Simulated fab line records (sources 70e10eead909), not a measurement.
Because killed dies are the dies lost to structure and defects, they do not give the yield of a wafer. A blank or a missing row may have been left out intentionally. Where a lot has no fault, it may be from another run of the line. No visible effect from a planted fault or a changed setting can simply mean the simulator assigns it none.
Problem report, 8D (eight disciplines) form, completed by code | flow nandHarc | the parts of the form that need people (team, actions taken, sign-off) are left out

## 1. WHAT IS WRONG
Mean of oesProductAu at NHARC_A_STAIRCASE_TRIM_233: 1.179 a.u. across 2 wafers in 2 lots; on wafers with no fault it is 1.005 a.u. (standard deviation 0.016). Relative to the usual mean, that is a shift of +11 standard deviations.
The step: chemistry O2, time 211.2 s.
First seen on wafer L145.6, day 13 08:44, on rieDiel-03. The record holds 36 wafers of 12 lots with a number at this step. Rule for "out" (also "out of limits"): further than 4 standard deviations from the usual mean. The other wafers with a number count as sound.

## 2. WHAT IT IS; WHAT IT IS NOT
question                    | is                | is not
which readings at this step | oesProductAu      | drypumpMotorCurrentA, showerheadPlenumPTorr, throttleValvePct
which lots                  | L145, L148        | L141, L143, L152, L153, L156, L157, L158, L159, L160, L161
which wafers of those lots  | L145.6, L148.4    | L145.1, L145.3, L148.1, L148.5
read on which tools         | rieDiel-03        | rieDiel-01, rieDiel-08
when                        | from day 13 08:44 | up to then (8 sound wafers); but 26 sound wafers of L148, L152, L153, L156, L157, L158, L159, L160, L161 came after

## 3. THE SUSPECTS, EACH WITH WHAT RULES IT OUT
Counting: if a tool at a process step up to the reading ran every lot that is out, it stays a suspect. Sound lots after the first of them don't rule it out here, since some wafers of a struck lot are sound.
- rieDiel-03 at NHARC_A_STAIRCASE_TRIM_231 (chemistry O2, time 211.2 s): kept. It ran every lot that is out, first L145 (day 13 08:44). Because NHARC_A_STAIRCASE_TRIM_231 lacks a start for some lots, the hours and order of its lots are taken from NHARC_A_STAIRCASE_TRIM_233.
- rieDiel-03 at NHARC_A_STAIRCASE_TRIM_233 (chemistry O2, time 211.2 s): kept. It ran every lot that is out, first L145 (day 13 08:44). Out on those wafers are its own readings of oesProductAu.
Remaining after the count are rieDiel-03 at NHARC_A_STAIRCASE_TRIM_231 and rieDiel-03 at NHARC_A_STAIRCASE_TRIM_233.

## 4. THE CAUSE (what the simulator had put in)
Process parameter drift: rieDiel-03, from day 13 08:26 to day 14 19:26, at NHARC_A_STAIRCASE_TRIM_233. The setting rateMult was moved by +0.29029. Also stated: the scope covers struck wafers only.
Counting left 2 suspects, and this tool is among them.

## 5. THE EFFECT CHAIN, in route order
Rows list readings where the struck wafers' mean (over those with a number) sits beyond 3 standard deviations from the usual. Only readings whose record carries a usual standard deviation are examined. hours: median over the lots of the time between each lot's start at the first step of this table that gives one and its start at this step. sigmas: the change, counted in usual standard deviations.
hours | step                       | reading      | usual      | on struck wafers | change | sigmas
0     | NHARC_A_STAIRCASE_TRIM_233 | oesProductAu | 1.005 a.u. | 1.179            | +0.174 | +11
Process steps it contains:
- NHARC_A_STAIRCASE_TRIM_233: chemistry O2, time 211.2 s.

## 6. WHAT WOULD HAVE CAUGHT IT SOONER
In this record the first reading out of limits was taken at day 13 08:44, 0 hours after the fault began at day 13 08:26.
